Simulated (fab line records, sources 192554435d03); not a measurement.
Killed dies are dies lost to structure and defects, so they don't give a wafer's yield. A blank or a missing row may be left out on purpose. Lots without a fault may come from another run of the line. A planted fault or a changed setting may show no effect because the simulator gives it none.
Chamber matching | flow n5_finfet | N5_MOL_CONTACT_COAG_ETCH_89 on rie_diel-03: 4 sister chambers
The step etches underlayer in N2/H2, target depth 13 nm, time 10.4 s. 22 wafers are shown with their chamber, then 11 later ones without.

WAFERS WITH THEIR CHAMBER
wafer  | chamber | throttle_valve_pct (%) | etch_rf_on_time_s (s) | oes_product_au (a.u.)
L076.1 | 0       | 17.94                  | 10.11                 | 0.65
L076.4 | 2       | 17.52                  | 10.31                 | 0.71
L076.6 | 1       | 17.53                  | 10.52                 | 0.73
L082.2 | 0       | 17.95                  | 9.89                  | 0.65
L082.3 | 3       | 18.03                  | 10.47                 | 0.60
L082.6 | 2       | 17.55                  | 9.98                  | 0.70
L083.2 | 2       | 17.56                  | 10.32                 | 0.70
L083.5 | 3       | 18.04                  | 10.48                 | 0.60
L083.6 | 2       | 17.56                  | 10.31                 | 0.69
L085.1 | 1       | 17.56                  | 10.53                 | 0.71
L085.4 | 2       | 17.54                  | 10.36                 | 0.69
L085.6 | 1       | 17.56                  | 10.47                 | 0.71
L088.1 | 2       | 17.57                  | 10.29                 | 0.68
L088.3 | 1       | 17.58                  | 10.52                 | 0.70
L088.4 | 2       | 17.58                  | 10.25                 | 0.69
L091.2 | 2       | 17.59                  | 10.34                 | 0.68
L091.3 | 0       | 17.98                  | 10.22                 | 0.62
L091.6 | 3       | 17.60                  | 10.48                 | 0.82
L092.2 | 3       | 17.61                  | 10.39                 | 0.83
L092.3 | 0       | 17.99                  | 10.14                 | 0.62
L092.4 | 2       | 17.58                  | 10.40                 | 0.67
L093.1 | 2       | 17.58                  | 10.37                 | 0.67

SIGNATURES (means of the wafers above)
reading            | chamber 0 | chamber 1 | chamber 2 | chamber 3 | scatter within a chamber
throttle_valve_pct | 17.9650   | 17.5575   | 17.5630   | 17.8200   | 0.103
etch_rf_on_time_s  | 10.0900   | 10.5100   | 10.2930   | 10.4550   | 0.104
oes_product_au     | 0.6350    | 0.7125    | 0.6880    | 0.7125    | 0.0546
Rule: a wafer's distance from a chamber is the root of the sum, over the readings, of the square of ((its reading less the chamber's mean) divided by the reading's scatter). The wafer belongs to the nearest chamber; if the next one is less than 2 further off, it can't be placed. The scatter: the root of (the sum of the squares of (reading less its chamber's mean) over the shown wafers, divided by (wafers less chambers)).

WAFERS WITHOUT THEIR CHAMBER
wafer  | throttle_valve_pct (%) | etch_rf_on_time_s (s) | oes_product_au (a.u.)
L093.3 | 17.58                  | 10.53                 | 0.70
L093.6 | 17.59                  | 10.59                 | 0.70
L094.2 | 17.62                  | 10.41                 | 0.81
L094.3 | 17.59                  | 10.45                 | 0.67
L094.5 | 17.61                  | 10.49                 | 0.81
L095.1 | 17.60                  | 10.25                 | 0.66
L095.3 | 17.62                  | 10.39                 | 0.81
L095.4 | 17.59                  | 10.52                 | 0.69
L096.1 | 17.59                  | 10.23                 | 0.67
L096.3 | 17.60                  | 10.61                 | 0.69
L096.5 | 17.63                  | 10.35                 | 0.79

WHICH CHAMBER EACH WENT THROUGH
wafer  | from the rows above          | in truth
L093.3 | can't be placed: 1 or 2      | 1
L093.6 | can't be placed: 1 or 3      | 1
L094.2 | can't be placed: 1 or 2 or 3 | 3
L094.3 | can't be placed: 1 or 2 or 3 | 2
L094.5 | can't be placed: 1 or 3 or 2 | 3
L095.1 | can't be placed: 2 or 1      | 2
L095.3 | can't be placed: 1 or 2 or 3 | 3
L095.4 | can't be placed: 1 or 2 or 3 | 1
L096.1 | 2                            | 2
L096.3 | can't be placed: 1 or 3 or 2 | 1
L096.5 | can't be placed: 2 or 1 or 3 | 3
Placed correctly: 1 of 11. Can't be placed from these rows: 10 (the true chamber is among the candidates in 10). Placed wrongly: 0.
